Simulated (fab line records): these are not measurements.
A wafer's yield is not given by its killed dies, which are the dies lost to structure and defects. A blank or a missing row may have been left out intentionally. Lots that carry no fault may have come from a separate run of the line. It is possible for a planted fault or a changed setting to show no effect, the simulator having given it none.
What tool caused it? + flow n5Finfet + 26 wafers from 9 lots sampled at 6 of the route's 1938 steps

## WHAT EACH GAUGE READ, for each wafer
N5_FIN_SAQP_OCD_MEAS_76. Usual: trenchDepthNm at 120.2 nm, with a standard deviation of 2.1.
| lot  | measured    | on     | trenchDepthNm (nm) | flag |
|------|-------------|--------|--------------------|------|
| L290 | day 2 08:05 | ocd-01 | 123.1 118.5        |      |
| L291 | day 2 14:43 | ocd-01 | 121.0 116.4 118.0  |      |
| L293 | day 3 03:13 | ocd-01 | 117.6 121.5 120.5  |      |
| L299 | day 4 16:45 | ocd-01 | 130.8 127.8 130.8  | OFF  |
| L300 | day 4 20:55 | ocd-01 | 130.6 131.3 131.5  | OFF  |
| L301 | day 5 05:59 | ocd-02 | 127.2 125.0 130.7  | OFF  |
| L306 | day 6 08:37 | ocd-01 | 117.9 120.5 120.7  |      |
| L308 | day 6 21:41 | ocd-02 | 122.5 118.0 118.3  |      |
| L312 | day 7 21:00 | ocd-01 | 122.3 119.5 122.8  |      |

N5_FIN_SAQP_INSPECT_40: inspects for defects (brightfield). Usual: rawDefectCount at 228, with a standard deviation of 66.
| lot  | measured    | on               | rawDefectCount | flag |
|------|-------------|------------------|----------------|------|
| L290 | day 2 08:07 | defectInspect-02 | 197 153        |      |
| L291 | day 2 14:44 | defectInspect-02 | 165 217 231    |      |
| L293 | day 3 03:14 | defectInspect-02 | 262 228 203    |      |
| L299 | day 4 16:47 | defectInspect-01 | 190 166 189    |      |
| L300 | day 4 20:57 | defectInspect-01 | 228 214 183    |      |
| L301 | day 5 06:01 | defectInspect-01 | 146 197 230    |      |
| L306 | day 6 08:38 | defectInspect-02 | 245 201 200    |      |
| L308 | day 6 21:43 | defectInspect-01 | 360 220 213    |      |
| L312 | day 7 21:02 | defectInspect-01 | 178 244 186    |      |

N5_BEOL_M4_RC_MEAS_101. Usual: DIBL_N 36.0 mV/V, standard deviation 1.6; DIBL_P 36.1 mV/V, standard deviation 2; IOFF_N 0.160 nA/um, standard deviation 0.029; IOFF_P 0.21 nA/um, standard deviation 0.039; ION_N 675 uA/um, standard deviation 13; ION_P 464 uA/um, standard deviation 8.8; SS_N 71.5 mV/dec, standard deviation 0.58; SS_P 73.3 mV/dec, standard deviation 0.65; VT_N 250 mV, standard deviation 3.3; VT_P -249 mV, standard deviation 3.6.
| lot  | measured     | on        | DIBL_N (mV/V)  | DIBL_P (mV/V)  | IOFF_N (nA/um)    | IOFF_P (nA/um) | ION_N (uA/um) | ION_P (uA/um) | SS_N (mV/dec)  | SS_P (mV/dec)  | VT_N (mV)   | VT_P (mV)      | flag |
|------|--------------|-----------|----------------|----------------|-------------------|----------------|---------------|---------------|----------------|----------------|-------------|----------------|------|
| L290 | day 8 01:37  | prober-01 | 37.5 36.0      | 36.4 34.5      | 0.174 0.149       | 0.24 0.21      | 666 667       | 460 460       | 71.8 71.1      | 74.0 72.7      | 251 251     | -248 -250      |      |
| L291 | day 8 07:10  | prober-01 | 34.1 36.9 33.7 | 34.5 37.5 33.5 | 0.128 0.173 0.118 | 0.17 0.22 0.15 | 666 693 665   | 456 473 452   | 72.0 71.0 71.2 | 72.5 73.4 72.2 | 252 248 255 | -252 -248 -255 |      |
| L293 | day 8 23:21  | prober-02 | 33.7 32.2 35.7 | 35.3 33.5 37.8 | 0.146 0.118 0.175 | 0.19 0.17 0.23 | 678 675 678   | 463 466 463   | 71.2 70.8 70.7 | 73.1 72.7 73.7 | 250 253 247 | -252 -250 -249 |      |
| L299 | day 10 18:43 | prober-02 | 36.0 36.1 37.4 | 36.3 37.0 38.4 | 0.159 0.159 0.173 | 0.22 0.25 0.26 | 677 676 670   | 462 470 457   | 72.4 72.8 72.0 | 72.6 73.7 73.4 | 249 249 249 | -247 -243 -247 |      |
| L300 | day 10 20:14 | prober-01 | 38.6 38.0 36.7 | 40.3 39.5 38.1 | 0.223 0.201 0.164 | 0.31 0.30 0.25 | 695 693 668   | 481 486 473   | 72.7 71.7 72.0 | 74.5 74.5 73.6 | 245 246 252 | -243 -243 -246 |      |
| L301 | day 10 22:04 | prober-02 | 35.0 35.6 36.2 | 33.7 34.8 35.2 | 0.133 0.148 0.158 | 0.18 0.20 0.20 | 679 676 692   | 469 471 473   | 70.4 70.7 72.0 | 73.2 72.8 73.3 | 251 251 248 | -253 -251 -250 |      |
| L306 | day 12 04:14 | prober-01 | 37.1 35.7 34.8 | 38.1 36.5 35.1 | 0.203 0.154 0.144 | 0.22 0.20 0.18 | 685 661 670   | 463 463 455   | 71.5 71.4 70.7 | 73.6 73.8 72.9 | 245 248 250 | -248 -248 -253 |      |
| L308 | day 13 09:56 | prober-01 | 34.8 36.2 36.8 | 34.0 35.5 35.9 | 0.146 0.154 0.174 | 0.17 0.20 0.21 | 687 681 699   | 463 469 468   | 70.9 71.5 71.2 | 72.3 73.7 73.0 | 247 248 247 | -252 -250 -250 |      |
| L312 | day 13 14:01 | prober-01 | 37.1 37.2 38.8 | 39.3 38.6 40.2 | 0.192 0.181 0.234 | 0.30 0.27 0.31 | 682 677 687   | 472 469 468   | 70.9 72.6 72.1 | 74.7 73.8 74.1 | 245 247 244 | -242 -246 -242 |      |

## TOOL THAT RAN EACH LOT (tool first, then ch and the chambers of the sampled wafers, then the start)
| lot  | N5_FIN_SAQP_SPACER2_ETCHBACK_29  | N5_FIN_SAQP_HM_CD_35  | N5_FIN_SAQP_FIN_ETCH_36        |
|------|----------------------------------|-----------------------|--------------------------------|
| L290 | rieDiel-03 ch 1,3, day 2 07:20   | cdSem-03, day 2 07:48 | rieSi-04 ch 0,2, day 2 07:52   |
| L291 | rieDiel-06 ch 1,3, day 2 13:57   | cdSem-03, day 2 14:25 | rieSi-04 ch 0,1,2, day 2 14:29 |
| L293 | rieDiel-04 ch 0,3, day 3 02:17   | cdSem-03, day 3 02:56 | rieSi-03 ch 1,2,3, day 3 02:59 |
| L299 | rieDiel-03 ch 1,3, day 4 15:59   | cdSem-01, day 4 16:28 | rieSi-04 ch 2,3, day 4 16:31   |
| L300 | rieDiel-04 ch 0,1,2, day 4 20:10 | cdSem-02, day 4 20:38 | rieSi-04 ch 0,3, day 4 20:42   |
| L301 | rieDiel-06 ch 0,1,2, day 5 05:14 | cdSem-03, day 5 05:42 | rieSi-04 ch 1,2,3, day 5 05:46 |
| L306 | rieDiel-04 ch 0,3, day 6 07:52   | cdSem-02, day 6 08:20 | rieSi-03 ch 1,2, day 6 08:23   |
| L308 | rieDiel-06 ch 0,1, day 6 20:50   | cdSem-02, day 6 21:24 | rieSi-03 ch 0,2,3, day 6 21:28 |
| L312 | rieDiel-03 ch 0,1,2, day 7 20:15 | cdSem-01, day 7 20:43 | rieSi-03 ch 0,2, day 7 20:47   |
- N5_FIN_SAQP_SPACER2_ETCHBACK_29: etches SiO2 in CHF3/O2, target depth 12.2 nm, time 6.1 s.
- N5_FIN_SAQP_HM_CD_35: target cd 8 nm.
- N5_FIN_SAQP_FIN_ETCH_36: etches the open film in HBr/Cl2/O2, target depth 120 nm, time 50.4 s.

## WHAT THE TOOLS THEMSELVES READ (means of the sampled wafers that have a number; where no wafer has one, the mark that the record gives instead)
N5_FIN_SAQP_SPACER2_ETCHBACK_29. Usual: drypumpMotorCurrentA 5.7 A, standard deviation 0.6; oesProductAu 0.81 a.u., standard deviation 0.1; rfVppV 519 V, standard deviation 9; showerheadPlenumPTorr 2.36 Torr, standard deviation 0.055; throttleValvePct 18.94 %, standard deviation 0.23.
| lot  | tool       | drypumpMotorCurrentA (A) | oesProductAu (a.u.) | rfVppV (V) | showerheadPlenumPTorr (Torr) | throttleValvePct (%) | flag |
|------|------------|--------------------------|---------------------|------------|------------------------------|----------------------|------|
| L290 | rieDiel-03 | 6.5                      | 0.71                | 519        | 2.31                         | 19.10                |      |
| L291 | rieDiel-06 | 5.5                      | 0.83                | 527        | 2.36                         | 18.93                |      |
| L293 | rieDiel-04 | 5.6                      | 0.84                | 519        | 2.35                         | 18.89                |      |
| L299 | rieDiel-03 | 6.6                      | 0.69                | 514        | 2.30                         | 19.15                |      |
| L300 | rieDiel-04 | 5.8                      | 0.80                | 514        | 2.36                         | 18.83                |      |
| L301 | rieDiel-06 | 5.2                      | 0.82                | 524        | 2.34                         | 18.95                |      |
| L306 | rieDiel-04 | 5.5                      | 0.81                | 518        | 2.34                         | 18.95                |      |
| L308 | rieDiel-06 | 5.1                      | 0.85                | 530        | 2.36                         | 18.91                |      |
| L312 | rieDiel-03 | 5.5                      | 0.82                | 519        | 2.37                         | 18.87                |      |

N5_FIN_SAQP_HM_CD_35. Usual: cdNm at 8.08 nm, with a standard deviation of 0.24.
| lot  | tool     | cdNm (nm) | flag |
|------|----------|-----------|------|
| L290 | cdSem-03 | 8.06      |      |
| L291 | cdSem-03 | 7.99      |      |
| L293 | cdSem-03 | 8.03      |      |
| L299 | cdSem-01 | 8.13      |      |
| L300 | cdSem-02 | 8.02      |      |
| L301 | cdSem-03 | 8.14      |      |
| L306 | cdSem-02 | 8.18      |      |
| L308 | cdSem-02 | 8.32      |      |
| L312 | cdSem-01 | 8.16      |      |

N5_FIN_SAQP_FIN_ETCH_36. Usual: drypumpMotorCurrentA 5.82 A, standard deviation 0.29; oes_o_777_au 1.01 a.u., standard deviation 0.079; oesProductAu 1.003 a.u., standard deviation 0.027; rfFwdPowerW 796.3 W, standard deviation 2.5; throttleValvePct 36.0 %, standard deviation 0.46.
| lot  | tool     | drypumpMotorCurrentA (A) | oes_o_777_au (a.u.) | oesProductAu (a.u.) | rfFwdPowerW (W) | throttleValvePct (%) | flag |
|------|----------|--------------------------|---------------------|---------------------|-----------------|----------------------|------|
| L290 | rieSi-04 | 6.26                     | 0.99                | 1.012               | 800.8           | 36.4                 |      |
| L291 | rieSi-04 | 6.14                     | 0.96                | 0.986               | 794.5           | 36.3                 |      |
| L293 | rieSi-03 | 5.74                     | 1.02                | 0.994               | 795.4           | 35.8                 |      |
| L299 | rieSi-04 | 5.97                     | 1.46                | 1.069               | 942.2           | 36.1                 | OFF  |
| L300 | rieSi-04 | 6.18                     | 1.48                | 1.077               | 943.3           | 36.0                 | OFF  |
| L301 | rieSi-04 | 5.97                     | 1.40                | 1.038               | 941.1           | 36.1                 | OFF  |
| L306 | rieSi-03 | 5.62                     | 1.07                | 0.998               | 799.4           | 35.8                 |      |
| L308 | rieSi-03 | 5.87                     | 1.04                | 1.003               | 794.6           | 35.8                 |      |
| L312 | rieSi-03 | 5.87                     | 1.10                | 1.030               | 793.0           | 35.9                 |      |

## THE ANSWER, worked out from the rows above alone
Rule: lot off if the mean of its wafers having a number is beyond 3 standard deviations from the usual mean. Also off: a lot with no number at a reading for which 4 or more lots have one. The other lots that the step has rows for count as sound. After the gauges, taken in route order, come the tools' own readings; for these a lot's mean is taken, as printed above. The first step at which some lot is off is used, and at that step the reading that is off furthest; a lot without a number counts as furthest.
Off: L299, L300, L301 (N5_FIN_SAQP_OCD_MEAS_76, trenchDepthNm).
If a tool, at a process step before that reading, ran all the lots that are off and no sound lot after the first of them, it fits. Not tried: the gauges at N5_FIN_SAQP_OCD_MEAS_76; whatever is off there is also off at N5_FIN_SAQP_FIN_ETCH_36, on other tools, and gauge error can't account for it. One candidate fits, namely rieSi-04 at N5_FIN_SAQP_FIN_ETCH_36. A fault onset in the window from L291 (day 2 14:29, its last sound lot) to L299 (day 4 16:31, its first lot off) fits.
The tool's own readings at N5_FIN_SAQP_FIN_ETCH_36 bear it out: on the lots that are off they differ by more than 5 times the standard deviation of the sound lots' means. oes_o_777_au reads 1.45 a.u. there against 1.03 a.u. on the sound lots; rfFwdPowerW reads 942.2 W there against 796.3 W on the sound lots.

## WHAT THE SIMULATOR PUT IN
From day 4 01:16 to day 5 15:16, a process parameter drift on rieSi-04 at N5_FIN_SAQP_FIN_ETCH_36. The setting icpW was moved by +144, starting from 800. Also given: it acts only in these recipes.
Struck lots among those shown: L299, L300, L301. The rule above reached the same finding.
